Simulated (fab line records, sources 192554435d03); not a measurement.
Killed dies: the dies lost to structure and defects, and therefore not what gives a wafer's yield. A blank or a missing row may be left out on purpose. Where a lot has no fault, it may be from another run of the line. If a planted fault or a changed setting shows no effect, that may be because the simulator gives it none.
fab line records	flow n5_finfet
[record] lots = 7	wafers = 21
route steps=1938 shown BEOL_M4@1064 BEOL_M5@1116
start_h: start of the lot's first displayed wafer, in hours after the record's first day	wait_h: how many hours have passed since the lot's step before this one	" same as the row above	L1.1+2: a single row standing in for several wafers	- no value present, or no start provided	* or withheld: withheld	< > ~ a bound
route shown NAME@n: NAME is a module with steps in the file, n the number in the route of the first one	usual: the fault-free wafers' mean and standard deviation	same: alike in all rows	chamber/n: place in a boat	sites: readings site by site	_std_site: the standard deviation of these	_edge_site: inner sites' mean taken away from outer sites' mean	radius_mm: how far each site lies from the wafer's centre	mask NAME#n: copy n	behind: the tool/chamber that last shaped the wafer	hold: why the lot went on hold/how many hours it stayed there/how the hold came to an end	device: whichever transistor did not switch (one of n, p or np)	end of line: the tests these same wafers got at the end of their route	a step given without rows: its recipe and nothing more	killed: count of dies lost to structure and defects at first sort (not the wafer's yield)	map: a wafer's dies, x killed, . not, _ none there
set.NAME: the setting the step ran with; set.NAME@STEP: the setting that earlier step ran with	model.NAME: the simulator's own value behind a step, which no gauge read
lots where settings were altered on purpose, with a table for each step and a row for each wafer
[[steps]]
[step N5_BEOL_M4_ETCH_70]
[recipe] chemistry = N2/H2	target = SOC	target_depth_a = 800	overetch_a = 240	mask_material = SiARC	temp_c = 40	time_s = 130	ion_energy_ev = 200	pressure_mtorr = 30	source_w = 840	bias_w = 150	n2_flow_sccm = 200	h2_flow_sccm = 200
[usual] rf_vpp_V = 522.9/2.8
lot.wafer	tool	chamber	start_h	wait_h	set.bias_w	rf_vpp_V	model.SiARC_of_BEOL_M4_COAT_68.thk_nm
L079.2	rie_diel-04	2	198.71	0.0	132.5	486.2	7
L079.3	"	1	"	"	150	524.7	6.2
L079.5	"	3	"	"	150	521.8	5.8
L078.1	rie_diel-05	0	199.18	0.0	166.2	557.0	5
L078.3	"	1	"	"	166.2	556.4	5
L078.6	"	3	"	"	166.2	557.3	4.4
L082.2	rie_diel-05	2	199.62	0.0	165.6	557.8	4.8
L082.3	"	3	"	"	150	522.9	5.4
L082.4	"	1	"	"	165.6	552.8	5
L091.1	rie_diel-04	2	256.63	0.0	150	525.6	6
L091.2	"	1	"	"	150	526.3	6
L091.6	"	2	"	"	150	525.2	6
L094.1	rie_diel-04	1	291.68	0.0	150	524.6	6
L094.4	"	0	"	"	127.7	475.9	7.2
L094.5	"	0	"	"	150	527.7	6
L095.1	rie_diel-05	3	305.41	0.0	175.8	580.7	4
L095.2	"	0	"	"	175.8	577.7	4.6
L095.6	"	0	"	"	150	522.6	5.8
L097.2	rie_diel-05	3	308.91	0.0	150	523.1	5.2
L097.4	"	0	"	"	159.9	546.3	5.4
L097.5	"	1	"	"	159.9	541.0	5.2
[step N5_BEOL_M5_HM_DEP_02]
[recipe] material = TiN	target_thk_a = 200	temp_c = 25	chamber_pressure_pa = 0.49996
lot.wafer	tool	chamber	start_h	wait_h	set.target_thk_a	model.TiN_of_BEOL_M5_HM_DEP_02.thk_nm
L079.2	pvd_sputter-01	-	206.16	1.5	200	20.2
L079.3+5	"	-	"	"	200	20
L078.1+3	pvd_sputter-01	-	207.02	0.5	200	19.8
L078.6	"	-	"	"	200	19.6
L082.2	pvd_sputter-03	-	207.78	0.7	200	19.8
L082.3	"	-	"	"	175.7	17.4
L082.4	"	-	"	"	175.7	17.6
L091.1+6	pvd_sputter-02	-	263.68	1.1	200	20
L091.2	"	-	"	"	200	20.2
L094.1	pvd_sputter-02	-	298.09	0.7	185.1	18.6
L094.4	"	-	"	"	185.1	18.8
L094.5	"	-	"	"	200	20
L095.1	pvd_sputter-02	-	312.47	0.6	200	19.6
L095.2	"	-	"	"	211.5	21.2
L095.6	"	-	"	"	211.5	21
L097.2	pvd_sputter-01	-	315.66	0.5	212.8	21.2
L097.4	"	-	"	"	212.8	20.8
L097.5	"	-	"	"	200	20.4
[step N5_BEOL_M5_EXPOSE_08]
[recipe] mask_id = M5	na = 0.33	source_shape = annular	sigma_inner = 0.4	sigma_outer = 0.8	polarization = unpolarized	target_cd_nm = 28	dose_mj = 35.75
lot.wafer	tool	chamber	start_h	wait_h	mask	set.dose_mj
L079.2+5	euv_scanner-02	0	206.56	-	M5#0	35.75
L079.3	"	0	"	"	M5#0	38.33
L078.1+6	euv_scanner-02	0	207.41	-	M5#0	33.65
L078.3	"	0	"	"	M5#0	35.75
L082.2+3+4	euv_scanner-02	0	208.07	-	M5#0	35.75
L091.1+2+6	euv_scanner-02	0	264.07	-	M5#0	35.75
L094.1	euv_scanner-01	0	298.35	-	M5#0	34.14
L094.4+5	"	0	"	"	M5#0	35.75
L095.1	euv_scanner-02	0	312.78	-	M5#0	37.7
L095.2+6	"	0	"	"	M5#0	35.75
L097.2+5	euv_scanner-01	0	316.06	-	M5#0	37.98
L097.4	"	0	"	"	M5#0	35.75
[step N5_BEOL_M5_PEB_09]
[recipe] peb_temp_c = 100	peb_time_s = 60	resist = CAR-EUV
[step N5_BEOL_M5_DEVELOP_10]
[recipe] develop_time_s = 30	developer = TMAH	resist = CAR-EUV	rinse_liquid = surfactant_rinse	dry = air_spin	dev_temp_c = 23
[step N5_BEOL_M5_CD_MEAS_11]
[recipe] target_cd_nm = 27.74	landing_energy_ev = 500	detector = se_inlens
[usual] cd_nm = 27.96/0.25
lot.wafer	tool	chamber	start_h	wait_h	set.dose_mj@BEOL_M5_EXPOSE_08	cd_nm
L079.2	cd_sem-02	0	206.68	-	35.75	27.55
L079.3	"	0	"	"	38.33	29.78
L079.5	"	0	"	"	35.75	27.39
L078.1	cd_sem-01	0	207.54	-	33.65	26.14
L078.3	"	0	"	"	35.75	28.09
L078.6	"	0	"	"	33.65	26.39
L082.2	cd_sem-03	0	208.19	-	35.75	27.95
L082.3	"	0	"	"	35.75	28.11
L082.4	"	0	"	"	35.75	28.01
L091.1	cd_sem-01	0	264.19	-	35.75	27.51
L091.2	"	0	"	"	35.75	28.34
L091.6	"	0	"	"	35.75	27.94
L094.1	cd_sem-03	0	298.48	-	34.14	26.67
L094.4	"	0	"	"	35.75	27.85
L094.5	"	0	"	"	35.75	28.12
L095.1	cd_sem-01	0	312.91	-	37.7	29.63
L095.2	"	0	"	"	35.75	28.16
L095.6	"	0	"	"	35.75	28.29
L097.2	cd_sem-01	0	316.18	-	37.98	29.19
L097.4	"	0	"	"	35.75	27.69
L097.5	"	0	"	"	37.98	29.12
[step N5_BEOL_M5_DESCUM_16]
[recipe] chemistry = O2	time_s = 7	source_power_w = 50	bias_power_w = 20	pressure_mtorr = 20	rf_frequency_hz = 2.712e+07	temp_c = 40	resist = CAR-EUV	o2_flow_sccm = 225
lot.wafer	tool	chamber	start_h	wait_h	set.dose_mj@BEOL_M5_EXPOSE_08	model.BEOL_M5.cd_nm
L079.2	rie_diel-03	3	206.80	0.0	35.75	27.8
L079.3	"	1	"	"	38.33	29.2
L079.5	"	2	"	"	35.75	27.6
L078.1	rie_diel-01	0	207.66	0.0	33.65	26.6
L078.3	"	2	"	"	35.75	28
L078.6	"	3	"	"	33.65	26.4
L082.2+4	rie_diel-03	0,2	208.31	0.0	35.75	27.8
L082.3	"	1	"	"	35.75	28
L091.1+6	rie_diel-01	1,0	264.37	0.1	35.75	28
L091.2	"	0	"	"	35.75	28.2
L094.1	rie_diel-02	1	298.60	0.0	34.14	26.4
L094.4	"	2	"	"	35.75	28
L094.5	"	0	"	"	35.75	27.6
L095.1	rie_diel-02	3	313.25	0.3	37.7	29
L095.2	"	0	"	"	35.75	27.8
L095.6	"	2	"	"	35.75	28
L097.2	rie_diel-01	1	316.97	0.7	37.98	29
L097.4	"	3	"	"	35.75	27.8
L097.5	"	3	"	"	37.98	29.2
[step N5_BEOL_M5_ETCH_72]
[recipe] chemistry = N2/H2	target = underlayer	target_depth_a = 65	mask_material = CAR-EUV	time_s = 5.2	ion_energy_ev = 200	pressure_mtorr = 30	source_w = 840	bias_w = 150	n2_flow_sccm = 200	h2_flow_sccm = 200	ends = cleared
lot.wafer	tool	chamber	start_h	wait_h	set.dose_mj@BEOL_M5_EXPOSE_08	model.BEOL_M5.cd_nm
L079.2	rie_diel-03	3	206.84	0.0	35.75	27.6
L079.3	"	1	"	"	38.33	29.4
L079.5	"	2	"	"	35.75	27.4
L078.1+6	rie_diel-01	0,3	207.70	0.0	33.65	26.4
L078.3	"	2	"	"	35.75	28
L082.2+4	rie_diel-03	0,2	208.35	0.0	35.75	27.8
L082.3	"	1	"	"	35.75	28
L091.1+6	rie_diel-01	1,0	264.40	0.0	35.75	28
L091.2	"	0	"	"	35.75	28.2
L094.1	rie_diel-02	1	298.64	0.0	34.14	26.4
L094.4	"	2	"	"	35.75	28
L094.5	"	0	"	"	35.75	27.8
L095.1	rie_diel-02	3	313.29	0.0	37.7	29
L095.2+6	"	0,2	"	"	35.75	28
L097.2	rie_diel-01	1	317.00	0.0	37.98	29
L097.4	"	3	"	"	35.75	27.8
L097.5	"	3	"	"	37.98	29.2
[step N5_BEOL_M5_ETCH_61]
[recipe] chemistry = CF4	target = SiARC	target_depth_a = 156	mask_material = CAR-EUV	time_s = 26	ion_energy_ev = 80	pressure_mtorr = 40	source_w = 545	bias_w = 36	Ar_flow_sccm = 100	cf4_flow_sccm = 100	ends = cleared
[step N5_BEOL_M5_ETCH_62]
[recipe] chemistry = N2/H2	target = SOC	target_depth_a = 750	overetch_a = 150	mask_material = SiARC	temp_c = 40	time_s = 112.5	ion_energy_ev = 200	pressure_mtorr = 30	source_w = 840	bias_w = 150	n2_flow_sccm = 200	h2_flow_sccm = 200
lot.wafer	tool	chamber	start_h	wait_h	set.dose_mj@BEOL_M5_EXPOSE_08	model.BEOL_M5.cd_nm
L079.2	rie_diel-03	3	206.88	0.0	35.75	27.4
L079.3	"	1	"	"	38.33	29
L079.5	"	2	"	"	35.75	27
L078.1	rie_diel-01	0	207.74	0.0	33.65	26.2
L078.3	"	2	"	"	35.75	28.2
L078.6	"	3	"	"	33.65	26.4
L082.2	rie_diel-03	0	208.39	0.0	35.75	27.8
L082.3	"	1	"	"	35.75	28
L082.4	"	2	"	"	35.75	27.6
L091.1+2	rie_diel-01	1,0	264.45	0.0	35.75	28.2
L091.6	"	0	"	"	35.75	28
L094.1	rie_diel-02	1	298.68	0.0	34.14	26.4
L094.4	"	2	"	"	35.75	28.2
L094.5	"	0	"	"	35.75	27.6
L095.1	rie_diel-02	3	313.33	0.0	37.7	29
L095.2	"	0	"	"	35.75	27.8
L095.6	"	2	"	"	35.75	28.2
L097.2	rie_diel-01	1	317.05	0.0	37.98	29.2
L097.4	"	3	"	"	35.75	27.8
L097.5	"	3	"	"	37.98	29.4
[step N5_BEOL_M5_STRIP_63]
[recipe] chemistry = N2/H2	temp_c = 40	n2_flow_sccm = 200	h2_flow_sccm = 200	rf_frequency_hz = 6e+07
[step N5_BEOL_M5_STRIP_73]
[recipe] chemistry = N2/H2	temp_c = 40	n2_flow_sccm = 200	h2_flow_sccm = 200	rf_frequency_hz = 6e+07
[step N5_BEOL_M5_STRIP_64]
[recipe] chemistry = CF4	resist = SiARC	power_w = 300	bias_power_w = 75	pressure_mtorr = 50	cf4_flow_sccm = 150	rf_frequency_hz = 6e+07
[step N5_BEOL_M5_HM_OPEN_17]
[recipe] chemistry = Cl2/BCl3	target_depth_a = 200	overetch_a = 60	target = TiN	mask_material = SOC	ion_energy_ev = 150	pressure_mtorr = 10	icp_w = 1000	bias_w = 126	Cl2_flow_sccm = 53.25	bcl3_flow_sccm = 21.75	Ar_flow_sccm = 25
lot.wafer	tool	chamber	start_h	wait_h	set.target_thk_a@BEOL_M5_HM_DEP_02	model.etch.depth_nm
L079.2	rie_metal-02	0	207.05	0.0	200	20.21
L079.3	"	0	"	"	200	19.9
L079.5	"	0	"	"	200	19.92
L078.1	rie_metal-02	1	207.91	0.0	200	19.88
L078.3	"	1	"	"	200	19.72
L078.6	"	1	"	"	200	19.53
L082.2	rie_metal-01	1	208.56	0.0	200	19.86
L082.3	"	1	"	"	175.7	17.39
L082.4	"	0	"	"	175.7	17.58
L091.1	rie_metal-02	1	264.62	0.0	200	20.02
L091.2	"	0	"	"	200	20.25
L091.6	"	1	"	"	200	19.94
L094.1	rie_metal-01	0	298.85	0.0	185.1	18.58
L094.4	"	0	"	"	185.1	18.81
L094.5	"	1	"	"	200	20.09
L095.1	rie_metal-02	1	313.50	0.0	200	19.63
L095.2	"	0	"	"	211.5	21.18
L095.6	"	0	"	"	211.5	20.94
L097.2	rie_metal-02	1	317.22	0.0	212.8	21.21
L097.4	"	1	"	"	212.8	20.86
L097.5	"	1	"	"	200	20.36
[step N5_BEOL_M5_STRIP_19]
[recipe] chemistry = O2	power_w = 400	temp_c = 40	pressure_mtorr = 30	rf_frequency_hz = 6e+07	bias_power_w = 0	overash_fraction = 0.2	o2_flow_sccm = 225
[step N5_BEOL_M5_CD_MEAS_18]
[recipe] pitch_nm = 56	target_cd_nm = 28
[usual] cd_nm = 27.9/0.36
lot.wafer	tool	chamber	start_h	wait_h	set.dose_mj@BEOL_M5_EXPOSE_08	cd_nm
L079.2	cd_sem-01	-	207.23	0.1	35.75	27.5
L079.3	"	-	"	"	38.33	29.3
L079.5	"	-	"	"	35.75	27.3
L078.1	cd_sem-03	-	208.09	0.0	33.65	26.4
L078.3	"	-	"	"	35.75	28.2
L078.6	"	-	"	"	33.65	26.5
L082.2	cd_sem-02	-	208.74	0.1	35.75	27.8
L082.3	"	-	"	"	35.75	28.1
L082.4	"	-	"	"	35.75	27.3
L091.1	cd_sem-01	-	264.82	0.0	35.75	28.4
L091.2	"	-	"	"	35.75	28.4
L091.6	"	-	"	"	35.75	28.1
L094.1	cd_sem-03	-	299.03	0.0	34.14	26.8
L094.4	"	-	"	"	35.75	28.4
L094.5	"	-	"	"	35.75	27.6
L095.1	cd_sem-03	-	313.68	0.0	37.7	28.9
L095.2	"	-	"	"	35.75	27.7
L095.6	"	-	"	"	35.75	28.1
L097.2	cd_sem-01	-	317.56	0.1	37.98	29.4
L097.4	"	-	"	"	35.75	27.7
L097.5	"	-	"	"	37.98	29.6
[step N5_BEOL_M5_COAT_66]
[recipe] resist = SiARC	temp_c = 220	time_s = 60	spin_rpm = 1500	resist_thk_nm = 12
lot.wafer	tool	chamber	start_h	wait_h	set.spin_rpm	model.SiARC_of_BEOL_M5_COAT_66.thk_nm
L079.2+5	litho_track-01	0	-	-	1591	11.6
L079.3	"	0	"	"	1500	12
L078.1+3+6	litho_track-05	0	-	-	1500	12
L082.2+3	litho_track-01	0	-	-	1357	12.6
L082.4	"	0	"	"	1500	12
L091.1+2+6	litho_track-05	0	-	-	1500	12
L094.1+4+5	litho_track-01	0	-	-	1500	12
L095.1+6	litho_track-02	0	-	-	1446	12.2
L095.2	"	0	"	"	1500	12
L097.2+4	litho_track-01	0	-	-	1500	12
L097.5	"	0	"	"	1634	11.4
[[key]]
[split] step = N5_BEOL_M4_ETCH_70	setting = bias_w	stated = 150	by = wafer
[response] step = N5_BEOL_M4_ETCH_70	reading = rf_vpp_V	change = +3.26	per = 1%	r = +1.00
[response] step = N5_BEOL_M4_ETCH_70	reading = model.SiARC_of_BEOL_M4_COAT_68.thk_nm	change = -0.0744	per = 1%	r = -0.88
[split] step = N5_BEOL_M5_HM_DEP_02	setting = target_thk_a	stated = 200	by = wafer
[response] step = N5_BEOL_M5_HM_DEP_02	reading = model.TiN_of_BEOL_M5_HM_DEP_02.thk_nm	change = +0.181	per = 1%	r = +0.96
[response] step = N5_BEOL_M5_HM_OPEN_17	reading = model.etch.depth_nm	change = +0.187	per = 1%	r = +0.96
[split] step = N5_BEOL_M5_EXPOSE_08	setting = dose_mj	stated = 35.75	by = wafer
[response] step = N5_BEOL_M5_CD_MEAS_11	reading = cd_nm	change = +0.286	per = 1%	r = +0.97
[response] step = N5_BEOL_M5_DESCUM_16	reading = model.BEOL_M5.cd_nm	change = +0.228	per = 1%	r = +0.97
[response] step = N5_BEOL_M5_ETCH_72	reading = model.BEOL_M5.cd_nm	change = +0.247	per = 1%	r = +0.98
[response] step = N5_BEOL_M5_ETCH_62	reading = model.BEOL_M5.cd_nm	change = +0.26	per = 1%	r = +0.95
[response] step = N5_BEOL_M5_CD_MEAS_18	reading = cd_nm	change = +0.266	per = 1%	r = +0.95
[split] step = N5_BEOL_M5_COAT_66	setting = spin_rpm	stated = 1500	by = wafer
[response] step = N5_BEOL_M5_COAT_66	reading = model.SiARC_of_BEOL_M5_COAT_66.thk_nm	change = -0.0645	per = 1%	r = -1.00
